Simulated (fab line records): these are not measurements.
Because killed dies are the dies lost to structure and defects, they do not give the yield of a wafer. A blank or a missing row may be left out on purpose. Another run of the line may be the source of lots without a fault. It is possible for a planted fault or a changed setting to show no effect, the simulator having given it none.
Which tool was responsible? | flow n5 finfet | route of 1938 steps, sampled at 1 step: 10 lots, 29 wafers

## WHAT THE GAUGES READ, wafer by wafer
N5_BEOL_M8_CD_MEAS_18: pitch 80 nm, target cd 40 nm. Usual: cd nm 40.1 nm, standard deviation 0.63.
lot  | measured     | on        | cd nm (nm)     | flag
L812 | day 10 15:36 | cd sem-02 | 40.5 40.6 40.2 |
L820 | day 12 01:34 | cd sem-03 | 40.9 40.3 40.5 |
L819 | day 12 10:42 | cd sem-03 | 39.9 39.4 39.5 |
L823 | day 14 03:14 | cd sem-03 | 40.6 39.8 39.2 |
L827 | day 15 06:29 | cd sem-01 | 39.9 40.6 40.5 |
L830 | day 15 10:20 | cd sem-02 | 40.2 40.9      |
L829 | day 15 10:23 | cd sem-01 | 39.6 38.5 40.0 |
L831 | day 15 17:58 | cd sem-02 | 40.0 40.9 40.0 |
L832 | day 15 23:32 | cd sem-03 | 38.7 39.7 40.2 |
L833 | day 16 04:26 | cd sem-03 | 38.4 39.4 40.1 |

## EACH LOT AND THE TOOL THAT RAN IT (in order: tool; ch and the chambers of the sampled wafers; start)
No process step before these readings appears in the record.

## WHAT THE TOOLS THEMSELVES READ (means of the sampled wafers that have a number; where no wafer has one, the mark that the record gives instead)
The record holds no such reading with a usual standard deviation.

## THE ANSWER, worked out from the rows above alone
Rule: a lot counts as off when the mean over its wafers that have a number is more than 3 standard deviations away from the usual mean. Also off: a lot with no number at a reading for which 4 or more lots have one. Any other lot the step has rows for is counted as sound. Order of review: gauges by route order, followed by the tools' own readings, for which a lot's mean as printed above is used. The first step at which some lot is off is used, and at that step the reading that is off furthest; a lot without a number counts as furthest.
No lot is off on any of the readings shown, so nothing can be concluded from this.

## WHAT HAD BEEN PUT IN BY THE SIMULATOR
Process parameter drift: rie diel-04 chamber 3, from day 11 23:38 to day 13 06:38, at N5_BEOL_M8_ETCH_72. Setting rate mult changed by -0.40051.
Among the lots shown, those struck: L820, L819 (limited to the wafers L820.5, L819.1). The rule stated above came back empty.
